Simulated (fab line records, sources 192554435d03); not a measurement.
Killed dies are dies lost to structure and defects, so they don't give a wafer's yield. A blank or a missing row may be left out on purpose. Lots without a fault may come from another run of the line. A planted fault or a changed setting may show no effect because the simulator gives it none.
fab line records | flow n5_finfet
record lots=24 wafers=72 last_day=18
route steps=1938 shown BEOL_M9@1467 BEOL_M10@1504
lots that met no fault: from a run of the same line without faults
start_h: hours from the record's first day to the start of the lot's first wafer shown | wait_h: hours since the lot's step before | " the same as in the row above | L1.1+2: a row that stands for several wafers | - no value, or no start given | * or withheld: withheld | < > ~ a bound
route shown NAME@n: a module of which the file shows steps, and the number in the route of the first | usual: mean/standard deviation of fault-free wafers | same: alike in all rows | chamber/n: place in a boat | sites: the reading at each site | _std_site: their standard deviation | _edge_site: outer sites' mean less inner sites' | radius_mm: how far each site lies from the wafer's centre | mask NAME#n: copy n | behind: the tool/chamber that last shaped the wafer | hold: why the lot was held/for how many hours/how that ended | device: the transistor (n, p or np) that didn't switch | end of line: the same wafers' tests at the end of the route | a step without rows: its recipe alone | killed: dies lost to structure and defects at the first sort, not the wafer's yield | map: a wafer's dies, x killed, . not, _ none there
set.NAME: the setting as run; set.NAME@STEP: as run at that earlier step | model.NAME: the simulator's own value behind a step, which no gauge read
steps of the route over a sample of lots; a table a step, a row a wafer
services: from which hour (start_h, from the record's first day; less than 0 if before it) a tool's chamber was out of use, for how many hours, and why
## steps
# step N5_BEOL_M9_DEP_56
# recipe material=SiCN target_thk_a=150 temp_c=withheld precursor=3MS/NH3 pressure_torr=3 rf_w=202 time_s=26.5
# usual showerhead_plenum_p_Torr=3.666/0.015 throttle_valve_pct=9.1/0.46
# columns lot.wafer tool chamber start_h wait_h showerhead_plenum_p_Torr throttle_valve_pct
L075.1 pecvd-02 1 240.12 0.0 3.658 9.3
L075.2 " 2 " " 3.668 8.4
L075.6 " 1 " " 3.672 9.7
L074.3 pecvd-04 2 243.17 0.0 3.646 8.5
L074.5 " 1 " " 3.661 9.2
L074.6 " 0 " " 3.685 8.8
L076.4 pecvd-03 1 252.00 0.0 3.644 9.4
L076.5 " 2 " " 3.687 8.8
L076.6 " 0 " " 3.681 9.7
L077.2 pecvd-04 2 256.74 0.0 3.648 8.5
L077.5 " 2 " " 3.651 8.5
L077.6 " 0 " " 3.687 8.9
L079.2 pecvd-03 0 262.14 0.0 3.687 9.6
L079.3 " 2 " " 3.673 8.4
L079.4 " 1 " " 3.636 9.6
L078.3 pecvd-02 0 262.24 0.0 3.686 9.1
L078.4 " 0 " " 3.680 9.0
L078.6 " 1 " " 3.674 9.8
L080.2 pecvd-04 1 263.60 0.0 3.663 9.1
L080.5 " 1 " " 3.662 9.0
L080.6 " 2 " " 3.652 8.3
L083.3 pecvd-03 1 271.44 0.0 3.633 9.3
L083.5 " 1 " " 3.639 9.3
L083.6 " 0 " " 3.675 9.7
L081.1 pecvd-02 2 292.12 0.0 3.663 8.7
L081.4 " 1 " " 3.669 9.5
L081.5 " 0 " " 3.675 9.3
L084.2 pecvd-04 1 300.25 0.0 3.651 9.1
L084.3 " 0 " " 3.669 9.1
L084.5 " 2 " " 3.655 8.5
L082.1 pecvd-02 2 300.37 0.0 3.674 8.7
L082.3 " 2 " " 3.658 8.6
L082.4 " 1 " " 3.662 9.6
L088.1 pecvd-03 1 304.87 0.0 3.640 9.6
L088.5 " 1 " " 3.630 9.4
L088.6 " 0 " " 3.683 9.9
L085.2 pecvd-02 2 308.75 0.0 3.667 8.6
L085.3 " 1 " " 3.673 9.4
L085.4 " 0 " " 3.679 9.3
L086.1 pecvd-03 0 319.13 0.0 3.671 9.8
L086.5 " 1 " " 3.638 9.6
L086.6 " 2 " " 3.682 9.0
L087.1 pecvd-04 2 321.91 0.0 3.648 8.4
L087.3 " 1 " " 3.664 9.0
L087.6 " 1 " " 3.662 8.9
L089.2 pecvd-03 1 328.18 0.0 3.639 9.7
L089.5 " 1 " " 3.645 9.5
L089.6 " 0 " " 3.674 9.9
L092.1 pecvd-02 1 333.05 0.0 3.666 9.4
L092.4 " 1 " " 3.675 9.7
L092.6 " 2 " " 3.664 8.4
L090.1 pecvd-03 2 338.50 0.0 3.672 8.6
L090.3 " 0 " " 3.679 9.8
L090.4 " 1 " " 3.628 9.5
L091.1 pecvd-02 2 338.98 0.0 3.667 8.8
L091.2 " 0 " " 3.674 9.0
L091.3 " 1 " " 3.675 9.6
L093.1 pecvd-04 1 346.67 0.0 3.653 9.1
L093.2 " 0 " " 3.685 9.2
L093.4 " 0 " " 3.676 9.0
L094.1 pecvd-02 0 352.90 0.0 3.684 9.4
L094.5 " 1 " " 3.660 9.6
L094.6 " 0 " " 3.682 9.1
L095.3 pecvd-02 0 360.10 0.0 3.676 9.1
L095.5 " 2 " " 3.666 8.6
L095.6 " 0 " " 3.669 8.9
L096.1 pecvd-03 2 376.00 0.0 3.682 8.8
L096.2 " 1 " " 3.632 9.3
L096.4 " 1 " " 3.636 9.3
L097.2 pecvd-02 0 383.28 0.0 3.668 9.3
L097.3 " 1 " " 3.675 9.5
L097.5 " 1 " " 3.665 9.5
# step N5_BEOL_M10_INSPECT_30
# recipe mode=adi inspect_instrument=brightfield
# usual raw_defect_count=441/96
# columns lot.wafer tool chamber start_h wait_h raw_defect_count
L075.1 defect_inspect-01 - 245.44 0.0 313
L075.2 " - " " 456
L075.6 " - " " 452
L074.3 defect_inspect-02 - 247.88 0.0 406
L074.5 " - " " 403
L074.6 " - " " 551
L076.4 defect_inspect-02 - 258.71 0.0 518
L076.5 " - " " 358
L076.6 " - " " 549
L077.2 defect_inspect-02 - 261.10 0.0 505
L077.5 " - " " 506
L077.6 " - " " 571
L079.2 defect_inspect-02 - 267.03 0.0 631
L079.3 " - " " 576
L079.4 " - " " 603
L078.3 defect_inspect-01 - 267.20 0.0 298
L078.4 " - " " 275
L078.6 " - " " 477
L080.2 defect_inspect-02 - 271.02 0.0 395
L080.5 " - " " 336
L080.6 " - " " 369
L083.3 defect_inspect-02 - 275.10 0.0 498
L083.5 " - " " 427
L083.6 " - " " 345
L081.1 defect_inspect-02 - 296.78 0.0 360
L081.4 " - " " 378
L081.5 " - " " 367
L082.1 defect_inspect-01 - 305.47 0.0 585
L082.3 " - " " 661
L082.4 " - " " 443
L084.2 defect_inspect-02 - 305.71 0.0 368
L084.3 " - " " 386
L084.5 " - " " 297
L088.1 defect_inspect-01 - 309.52 0.0 337
L088.5 " - " " 392
L088.6 " - " " 434
L085.2 defect_inspect-01 - 316.68 0.0 288
L085.3 " - " " 413
L085.4 " - " " 269
L086.1 defect_inspect-01 - 324.43 0.0 381
L086.5 " - " " 332
L086.6 " - " " 441
L087.1 defect_inspect-02 - 324.60 0.0 430
L087.3 " - " " 492
L087.6 " - " " 467
L089.2 defect_inspect-02 - 333.91 0.0 328
L089.5 " - " " 364
L089.6 " - " " 330
L092.1 defect_inspect-02 - 336.78 0.0 467
L092.4 " - " " 363
L092.6 " - " " 363
L090.1 defect_inspect-01 - 343.70 0.0 620
L090.3 " - " " 545
L090.4 " - " " 456
L091.1 defect_inspect-01 - 343.86 0.0 384
L091.2 " - " " 408
L091.3 " - " " 447
L093.1 defect_inspect-02 - 353.29 0.0 331
L093.2 " - " " 665
L093.4 " - " " 452
L094.1 defect_inspect-01 - 356.18 0.0 639
L094.5 " - " " 742
L094.6 " - " " 490
L095.3 defect_inspect-01 - 363.15 0.0 350
L095.5 " - " " 420
L095.6 " - " " 386
L096.1 defect_inspect-01 - 380.20 0.0 519
L096.2 " - " " 511
L096.4 " - " " 406
L097.2 defect_inspect-02 - 389.58 0.0 433
L097.3 " - " " 505
L097.5 " - " " 636
# step N5_BEOL_M10_DESCUM_33
# recipe chemistry=O2 time_s=7.9 source_power_w=50 bias_power_w=20 pressure_mtorr=20 rf_frequency_hz=2.712e+07 temp_c=40 resist=CAR-ArF o2_flow_sccm=225
# usual drypump_motor_current_A=5.6/0.35 oes_product_au=0.80/0.097 rf_vpp_V=243.1/1.5 showerhead_plenum_p_Torr=2.09/0.08 temp_c=40.00/0.12 throttle_valve_pct=20.49/0.25
# columns lot.wafer tool chamber start_h wait_h drypump_motor_current_A oes_product_au rf_hours_counter_h rf_vpp_V showerhead_plenum_p_Torr temp_c throttle_valve_pct
L075.1 rie_diel-01 1 245.48 0.0 5.3 0.69 238 240.1 1.99 39.97 21.10
L075.2 " 0 " " 5.5 0.72 199 244.1 2.15 40.02 20.35
L075.6 " 2 " " 5.8 0.67 - 241.5 2.07 40.02 20.64
L074.3 rie_diel-01 1 247.96 0.1 5.4 0.69 239 239.3 1.99 39.86 21.10
L074.5 " 3 " " 5.5 0.71 - 242.1 2.08 40.03 20.58
L074.6 " 2 " " 5.8 0.67 - 243.9 2.07 39.95 20.66
L076.4 rie_diel-01 1 258.78 0.1 5.3 0.69 243 240.2 1.99 39.97 21.09
L076.5 " 2 " " 5.8 0.67 - 243.0 2.07 40.02 20.63
L076.6 " 3 " " 5.5 0.72 - 242.3 2.08 39.95 20.59
L077.2 rie_diel-06 0 261.14 0.0 6.5 0.75 157 241.9 2.01 40.04 20.56
L077.5 " 1 " " 5.4 0.87 - 242.6 2.02 39.81 19.93
L077.6 " 3 " " 5.6 0.85 - 240.4 2.02 40.15 20.52
L079.2 rie_diel-01 2 267.06 0.0 5.8 0.68 235 243.8 2.07 39.84 20.65
L079.3 " 1 " " 5.3 0.68 247 242.1 1.99 39.97 21.11
L079.4 " 0 " " 5.5 0.72 207 244.8 2.15 40.02 20.38
L078.3 rie_diel-06 3 267.23 0.0 5.5 0.84 54 242.1 2.02 40.10 20.52
L078.4 " 0 " " 6.5 0.74 159 241.1 2.01 39.98 20.56
L078.6 " 2 " " 5.4 0.91 - 243.2 2.14 39.93 20.31
L080.2 rie_diel-03 1 271.06 0.0 5.7 0.95 17 244.6 2.13 40.04 20.39
L080.5 " 0 " " 5.4 0.71 - 243.0 2.01 39.93 20.61
L080.6 " 3 " " 6.6 0.78 - 243.7 2.19 39.85 20.26
L083.3 rie_diel-01 1 275.14 0.0 5.3 0.69 250 242.0 1.99 40.22 21.12
L083.5 " 2 " " 5.8 0.67 - 243.2 2.06 40.05 20.63
L083.6 " 3 " " 5.5 0.71 - 243.1 2.07 40.05 20.58
L081.1 rie_diel-06 3 296.81 0.0 5.5 0.83 65 243.1 2.02 39.98 20.52
L081.4 " 1 " " 5.5 0.86 53 243.5 2.02 40.16 19.93
L081.5 " 3 " " 5.5 0.83 - 243.4 2.02 40.08 20.55
L082.1 rie_diel-03 3 305.51 0.0 6.6 0.78 120 244.3 2.19 39.89 20.27
L082.3 " 1 " " 5.6 0.92 30 243.8 2.13 40.07 20.40
L082.4 " 0 " " 5.4 0.71 226 241.8 2.00 40.05 20.63
L084.2 rie_diel-01 1 305.91 0.2 5.3 0.98 5 245.1 2.25 40.01 20.77
L084.3 " 0 " " 5.5 0.70 225 243.6 2.14 40.15 20.41
L084.5 " 3 " " 5.5 0.70 - 243.4 2.07 39.84 20.59
L088.1 rie_diel-01 3 309.56 0.0 5.5 0.69 245 243.8 2.07 39.96 20.60
L088.5 " 1 " " 5.3 0.97 - 243.3 2.25 40.20 20.76
L088.6 " 0 " " 5.5 0.70 - 245.0 2.14 39.94 20.42
L085.2 rie_diel-03 0 316.72 0.0 5.3 0.70 230 239.5 2.00 39.89 20.63
L085.3 " 1 " " 5.7 0.90 34 244.4 2.13 40.05 20.40
L085.4 " 3 " " 6.6 0.76 123 245.9 2.18 40.08 20.29
L086.1 rie_diel-01 0 324.46 0.0 5.5 0.69 233 244.1 2.14 40.13 20.43
L086.5 " 3 " " 5.5 0.69 - 244.2 2.07 39.93 20.59
L086.6 " 0 " " 5.5 0.70 - 244.2 2.14 39.87 20.42
L087.1 rie_diel-06 0 325.12 0.5 6.5 0.73 179 243.0 2.01 39.74 20.59
L087.3 " 2 " " 5.4 0.89 44 242.8 2.14 39.84 20.35
L087.6 " 0 " " 6.5 0.73 - 241.7 2.01 39.93 20.58
L089.2 rie_diel-01 1 333.94 0.0 5.3 0.94 17 245.3 2.25 40.18 20.76
L089.5 " 1 " " 5.3 0.94 - 246.2 2.25 39.96 20.78
L089.6 " 2 " " 5.8 0.94 - 244.2 2.06 39.92 20.22
L092.1 rie_diel-01 0 336.82 0.0 5.5 0.68 239 244.2 2.13 40.08 20.43
L092.4 " 2 " " 5.8 0.93 - 242.9 2.06 39.90 20.22
L092.6 " 1 " " 5.3 0.93 - 246.7 2.25 40.02 20.78
L090.1 rie_diel-01 1 343.73 0.0 5.3 0.92 22 245.7 2.25 39.82 20.81
L090.3 " 2 " " 5.8 0.92 - 241.7 2.06 39.89 20.22
L090.4 " 1 " " 5.3 0.92 - 245.7 2.25 39.78 20.78
L091.1 rie_diel-06 1 343.96 0.1 5.4 0.83 70 241.5 2.01 39.99 19.95
L091.2 " 0 " " 6.5 0.72 186 240.7 2.00 39.91 20.61
L091.3 " 2 " " 5.4 0.87 51 244.3 2.13 40.17 20.34
L093.1 rie_diel-06 2 353.33 0.0 5.3 0.87 54 244.4 2.13 40.17 20.37
L093.2 " 0 " " 6.5 0.72 190 242.1 2.00 40.25 20.60
L093.4 " 3 " " 5.5 0.80 84 242.4 2.01 39.90 20.57
L094.1 rie_diel-01 2 356.22 0.0 5.8 0.91 14 242.9 2.06 39.81 20.24
L094.5 " 1 " " 5.3 0.91 - 244.6 2.25 39.81 20.80
L094.6 " 0 " " 5.5 0.69 - 243.8 2.13 40.08 20.45
L095.3 rie_diel-06 0 363.23 0.1 6.5 0.71 195 241.9 2.00 39.84 20.62
L095.5 " 2 " " 5.3 0.87 - 245.5 2.13 39.96 20.38
L095.6 " 3 " " 5.5 0.79 - 241.2 2.01 40.20 20.59
L096.1 rie_diel-01 3 380.29 0.1 5.5 0.93 10 242.5 2.06 39.91 20.21
L096.2 " 1 " " 5.3 0.90 38 245.8 2.24 40.00 20.81
L096.4 " 3 " " 5.5 0.91 - 243.2 2.06 39.90 20.23
L097.2 rie_diel-06 0 389.62 0.0 6.5 0.70 203 242.6 2.00 40.03 20.62
L097.3 " 3 " " 5.5 0.79 96 241.8 2.01 39.91 20.60
L097.5 " 3 " " 5.5 0.80 - 241.9 2.01 40.06 20.59
# step N5_BEOL_M10_STRIP_77
# recipe chemistry=N2/H2 time_s=10 power_w=450 temp_c=40 pressure_mtorr=20 rf_frequency_hz=6e+07 bias_power_w=7 n2_flow_sccm=200 h2_flow_sccm=200
# usual drypump_motor_current_A=5.6/0.35 n2_flow_sccm=200.0/0.58 oes_product_au=0.80/0.098 rf_vpp_V=59.2/0.93 showerhead_plenum_p_Torr=2.54/0.095 temp_c=40.00/0.11 throttle_valve_pct=23.73/0.26
# columns lot.wafer tool chamber start_h wait_h drypump_motor_current_A n2_flow_sccm oes_product_au rf_hours_counter_h rf_vpp_V showerhead_plenum_p_Torr temp_c throttle_valve_pct
L075.1 rie_diel-01 1 - - 5.4 200.3 0.69 238 58.6 2.40 40.18 24.22
L075.2 " 0 " " 5.5 199.8 0.72 199 59.9 2.63 40.23 23.91
L075.6 " 2 " " 5.8 200.8 0.67 - 60.9 2.52 39.98 23.73
L074.3 rie_diel-01 1 - - 5.3 200.7 0.68 239 60.8 2.40 39.96 24.23
L074.5 " 3 " " 5.5 198.9 0.71 - 59.9 2.50 39.91 23.61
L074.6 " 2 " " 5.8 200.0 0.67 - 59.4 2.51 40.12 23.71
L076.4 rie_diel-01 1 - - 5.3 198.9 0.68 244 57.6 2.40 40.02 24.24
L076.5 " 2 " " 5.8 200.4 0.67 - 58.4 2.51 39.98 23.73
L076.6 " 3 " " 5.5 199.9 0.71 - 58.7 2.49 39.99 23.61
L077.2 rie_diel-06 0 - - 6.5 200.2 0.75 157 58.9 2.43 40.08 23.58
L077.5 " 1 " " 5.5 198.7 0.88 - 59.2 2.48 39.93 23.37
L077.6 " 3 " " 5.5 200.4 0.86 - 59.0 2.47 40.15 24.01
L079.2 rie_diel-01 2 - - 5.8 199.6 0.67 235 60.4 2.51 40.01 23.74
L079.3 " 1 " " 5.4 198.7 0.68 247 59.0 2.39 40.06 24.21
L079.4 " 0 " " 5.5 199.6 0.71 207 58.8 2.62 39.99 23.93
L078.3 rie_diel-06 3 - - 5.5 199.6 0.85 54 60.7 2.47 40.11 24.01
L078.4 " 0 " " 6.5 199.7 0.74 159 59.8 2.43 40.17 23.59
L078.6 " 2 " " 5.3 201.2 0.91 - 60.5 2.58 39.92 23.57
L080.2 rie_diel-03 1 - - 5.7 199.7 0.95 17 58.4 2.62 39.99 24.01
L080.5 " 0 " " 5.3 200.2 0.71 - 59.3 2.40 39.86 23.64
L080.6 " 3 " " 6.6 200.5 0.79 - 58.4 2.65 40.03 23.13
L083.3 rie_diel-01 1 - - 5.3 199.2 0.69 250 59.5 2.39 39.96 24.24
L083.5 " 2 " " 5.8 199.6 0.67 - 58.7 2.51 40.14 23.74
L083.6 " 3 " " 5.5 200.4 0.71 - 60.5 2.49 40.02 23.61
L081.1 rie_diel-06 3 - - 5.6 199.8 0.82 65 59.3 2.47 39.92 24.00
L081.4 " 1 " " 5.5 199.9 0.85 53 57.9 2.48 40.09 23.37
L081.5 " 3 " " 5.6 199.6 0.82 - 58.1 2.47 39.84 24.03
L082.1 rie_diel-03 3 - - 6.6 200.5 0.77 120 59.7 2.64 40.00 23.14
L082.3 " 1 " " 5.6 199.7 0.91 30 59.3 2.61 39.94 24.00
L082.4 " 0 " " 5.4 200.4 0.70 226 59.9 2.40 39.93 23.65
L084.2 rie_diel-01 1 - - 5.3 200.7 0.98 5 59.2 2.71 40.06 23.93
L084.3 " 0 " " 5.5 199.9 0.69 226 59.6 2.62 39.86 23.94
L084.5 " 3 " " 5.5 201.5 0.69 - 58.7 2.49 39.87 23.65
L088.1 rie_diel-01 3 - - 5.5 200.8 0.70 245 59.9 2.48 39.98 23.66
L088.5 " 1 " " 5.3 200.5 0.97 - 58.9 2.71 39.97 23.94
L088.6 " 0 " " 5.5 200.8 0.70 - 59.0 2.62 39.92 23.96
L085.2 rie_diel-03 0 - - 5.3 200.6 0.70 230 57.4 2.40 39.84 23.66
L085.3 " 1 " " 5.7 199.8 0.91 34 59.0 2.61 40.10 24.02
L085.4 " 3 " " 6.6 200.2 0.77 123 58.5 2.64 40.32 23.15
L086.1 rie_diel-01 0 - - 5.5 200.0 0.69 234 58.8 2.61 40.02 23.97
L086.5 " 3 " " 5.5 200.3 0.70 - 59.2 2.48 39.95 23.64
L086.6 " 0 " " 5.5 200.6 0.69 - 60.1 2.61 40.09 23.96
L087.1 rie_diel-06 0 - - 6.5 200.0 0.72 180 57.9 2.43 39.99 23.61
L087.3 " 2 " " 5.3 200.4 0.89 44 60.5 2.58 40.00 23.59
L087.6 " 0 " " 6.5 199.6 0.73 - 58.5 2.43 40.09 23.59
L089.2 rie_diel-01 1 - - 5.3 199.1 0.95 18 60.6 2.71 39.98 23.94
L089.5 " 1 " " 5.3 200.4 0.94 - 59.2 2.71 40.14 23.95
L089.6 " 2 " " 5.8 200.1 0.95 - 59.6 2.50 40.03 23.33
L092.1 rie_diel-01 0 - - 5.5 199.4 0.68 239 60.7 2.61 40.07 23.98
L092.4 " 2 " " 5.8 200.5 0.92 - 59.7 2.50 39.86 23.33
L092.6 " 1 " " 5.3 200.0 0.93 - 60.1 2.70 40.13 23.93
L090.1 rie_diel-01 1 - - 5.4 199.5 0.92 22 61.4 2.70 40.02 23.94
L090.3 " 2 " " 5.8 200.5 0.92 - 58.9 2.50 39.90 23.30
L090.4 " 1 " " 5.4 200.4 0.93 - 62.0 2.70 39.90 23.94
L091.1 rie_diel-06 1 - - 5.5 200.0 0.83 70 58.4 2.47 40.10 23.39
L091.2 " 0 " " 6.5 200.5 0.71 187 60.4 2.42 40.00 23.60
L091.3 " 2 " " 5.4 200.8 0.87 51 59.4 2.57 39.98 23.59
L093.1 rie_diel-06 2 - - 5.3 199.4 0.86 54 60.9 2.57 39.94 23.61
L093.2 " 0 " " 6.5 199.7 0.72 190 59.3 2.42 39.97 23.62
L093.4 " 3 " " 5.5 199.4 0.80 84 61.3 2.46 40.08 24.03
L094.1 rie_diel-01 2 - - 5.8 199.6 0.90 14 59.4 2.50 40.11 23.32
L094.5 " 1 " " 5.3 199.9 0.92 - 59.6 2.70 40.05 23.96
L094.6 " 0 " " 5.5 198.8 0.68 - 59.4 2.61 40.02 23.98
L095.3 rie_diel-06 0 - - 6.5 199.8 0.71 195 57.4 2.42 39.93 23.64
L095.5 " 2 " " 5.3 200.0 0.86 - 58.9 2.57 40.04 23.62
L095.6 " 3 " " 5.6 199.7 0.80 - 58.6 2.46 39.95 24.04
L096.1 rie_diel-01 3 - - 5.5 200.9 0.91 10 57.6 2.48 39.99 23.30
L096.2 " 1 " " 5.3 199.6 0.90 38 60.8 2.70 40.12 23.96
L096.4 " 3 " " 5.5 200.4 0.91 - 58.4 2.48 39.90 23.29
L097.2 rie_diel-06 0 - - 6.5 199.5 0.70 204 57.0 2.42 40.20 23.64
L097.3 " 3 " " 5.5 199.6 0.79 96 58.6 2.45 40.00 24.06
L097.5 " 3 " " 5.5 200.0 0.79 - 58.4 2.45 39.96 24.08
# step N5_BEOL_M10_PRE_CLEAN_45
# recipe gas=H2/He time_s=30 temp_c=250
# usual heater_power_w=323/27
# columns lot.wafer tool chamber start_h wait_h heater_power_w
L075.1 pvd_sputter-03 - 246.56 0.0 337
L075.2 " - " " 382
L075.6 " - " " 332
L074.3 pvd_sputter-02 - 250.56 0.0 281
L074.5 " - " " 316
L074.6 " - " " 364
L076.4 pvd_sputter-03 - 259.86 0.0 334
L076.5 " - " " 320
L076.6 " - " " 300
L077.2 pvd_sputter-03 - 262.90 0.0 367
L077.5 " - " " 347
L077.6 " - " " 323
L079.2 pvd_sputter-02 - 268.45 0.0 281
L079.3 " - " " 310
L079.4 " - " " 379
L078.3 pvd_sputter-02 - 268.53 0.0 370
L078.4 " - " " 278
L078.6 " - " " 366
L080.2 pvd_sputter-01 - 272.33 0.0 299
L080.5 " - " " 307
L080.6 " - " " 318
L083.3 pvd_sputter-02 - 276.26 0.0 367
L083.5 " - " " 371
L083.6 " - " " 317
L081.1 pvd_sputter-03 - 298.50 0.0 334
L081.4 " - " " 300
L081.5 " - " " 315
L084.2 pvd_sputter-02 - 307.43 0.0 315
L084.3 " - " " 314
L084.5 " - " " 320
L082.1 pvd_sputter-02 - 307.51 0.0 308
L082.3 " - " " 310
L082.4 " - " " 291
L088.1 pvd_sputter-02 - 310.74 0.0 274
L088.5 " - " " 314
L088.6 " - " " 285
L085.2 pvd_sputter-02 - 318.16 0.0 311
L085.3 " - " " 282
L085.4 " - " " 360
L086.1 pvd_sputter-01 - 326.63 0.0 302
L086.5 " - " " 302
L086.6 " - " " 327
L087.1 pvd_sputter-01 - 327.13 0.0 320
L087.3 " - " " 328
L087.6 " - " " 296
L089.2 pvd_sputter-01 - 335.08 0.0 329
L089.5 " - " " 324
L089.6 " - " " 325
L092.1 pvd_sputter-02 - 337.87 0.0 369
L092.4 " - " " 319
L092.6 " - " " 314
L091.1 pvd_sputter-02 - 345.02 0.0 319
L091.2 " - " " 284
L091.3 " - " " 308
L090.1 pvd_sputter-03 - 345.13 0.0 333
L090.3 " - " " 303
L090.4 " - " " 318
L093.1 pvd_sputter-01 - 354.94 0.0 346
L093.2 " - " " 314
L093.4 " - " " 326
L094.1 pvd_sputter-02 - 358.15 0.0 380
L094.5 " - " " 316
L094.6 " - " " 369
L095.3 pvd_sputter-03 - 364.37 0.0 339
L095.5 " - " " 301
L095.6 " - " " 317
L096.1 pvd_sputter-01 - 381.79 0.0 325
L096.2 " - " " 300
L096.4 " - " " 336
L097.2 pvd_sputter-01 - 391.02 0.0 346
L097.3 " - " " 301
L097.5 " - " " 316
# step N5_BEOL_M10_SURFACE_TREAT_76
# recipe gas=Ar time_s=* ion_energy_ev=* ion_current_ma_cm2=0.5 pressure_mtorr=* ar_flow_sccm=30
# usual throttle_valve_pct=*
# columns lot.wafer tool chamber start_h wait_h throttle_valve_pct
L075.1 pvd_sputter-03 - 247.01 0.2 *
L075.2 " - " " *
L075.6 " - " " *
L074.3 pvd_sputter-01 - 250.95 0.2 *
L074.5 " - " " *
L074.6 " - " " *
L076.4 pvd_sputter-03 - 260.30 0.2 *
L076.5 " - " " *
L076.6 " - " " *
L077.2 pvd_sputter-03 - 263.26 0.2 *
L077.5 " - " " *
L077.6 " - " " *
L079.2 pvd_sputter-01 - 269.04 0.4 *
L079.3 " - " " *
L079.4 " - " " *
L078.3 pvd_sputter-02 - 269.09 0.2 *
L078.4 " - " " *
L078.6 " - " " *
L080.2 pvd_sputter-03 - 272.74 0.2 *
L080.5 " - " " *
L080.6 " - " " *
L083.3 pvd_sputter-03 - 276.64 0.2 *
L083.5 " - " " *
L083.6 " - " " *
L081.1 pvd_sputter-03 - 299.02 0.3 *
L081.4 " - " " *
L081.5 " - " " *
L084.2 pvd_sputter-01 - 307.78 0.2 *
L084.3 " - " " *
L084.5 " - " " *
L082.1 pvd_sputter-01 - 307.88 0.2 *
L082.3 " - " " *
L082.4 " - " " *
L088.1 pvd_sputter-02 - 311.12 0.2 *
L088.5 " - " " *
L088.6 " - " " *
L085.2 pvd_sputter-02 - 318.60 0.2 *
L085.3 " - " " *
L085.4 " - " " *
L086.1 pvd_sputter-01 - 327.21 0.2 *
L086.5 " - " " *
L086.6 " - " " *
L087.1 pvd_sputter-02 - 327.57 0.2 *
L087.3 " - " " *
L087.6 " - " " *
L089.2 pvd_sputter-01 - 335.58 0.3 *
L089.5 " - " " *
L089.6 " - " " *
L092.1 pvd_sputter-03 - 338.29 0.2 *
L092.4 " - " " *
L092.6 " - " " *
L091.1 pvd_sputter-02 - 345.46 0.2 *
L091.2 " - " " *
L091.3 " - " " *
L090.1 pvd_sputter-03 - 345.65 0.3 *
L090.3 " - " " *
L090.4 " - " " *
L093.1 pvd_sputter-02 - 355.29 0.2 *
L093.2 " - " " *
L093.4 " - " " *
L094.1 pvd_sputter-02 - 358.51 0.2 *
L094.5 " - " " *
L094.6 " - " " *
L095.3 pvd_sputter-03 - 366.25 1.5 *
L095.5 " - " " *
L095.6 " - " " *
L096.1 pvd_sputter-02 - 382.16 0.2 *
L096.2 " - " " *
L096.4 " - " " *
L097.2 pvd_sputter-01 - 391.46 0.2 *
L097.3 " - " " *
L097.5 " - " " *
## services
# columns tool chamber start_h hours kind
rie_diel-03 2 220.89 7.3 repair
rie_diel-06 2 254.76 7.2 repair
rie_diel-01 1 275.60 - clean
rie_diel-01 1 275.60 - consumable_replace:focus_ring
rie_diel-01 1 275.60 - consumable_replace:showerhead
rie_diel-01 1 275.60 19.0 scheduled_down
rie_diel-01 1 275.60 19.0 vent_cycle
rie_diel-01 2 299.41 - clean
rie_diel-01 2 299.41 - consumable_replace:focus_ring
rie_diel-01 2 299.41 30.5 scheduled_down
rie_diel-01 2 299.41 30.5 vent_cycle
pvd_sputter-01 - 312.40 8.6 repair
rie_diel-01 3 329.94 - clean
rie_diel-01 3 329.94 - consumable_replace:focus_ring
rie_diel-01 3 329.94 26.7 scheduled_down
rie_diel-01 3 329.94 26.7 vent_cycle
rie_diel-03 1 331.23 10.9 repair
rie_diel-01 0 343.61 9.4 repair
rie_diel-01 1 360.24 5.1 repair
rie_diel-06 - 364.60 2.4 repair
rie_diel-01 0 368.97 - clean
rie_diel-01 0 368.97 - consumable_replace:focus_ring
rie_diel-01 0 368.97 21.8 scheduled_down
rie_diel-01 0 368.97 21.8 vent_cycle
## key
fault none
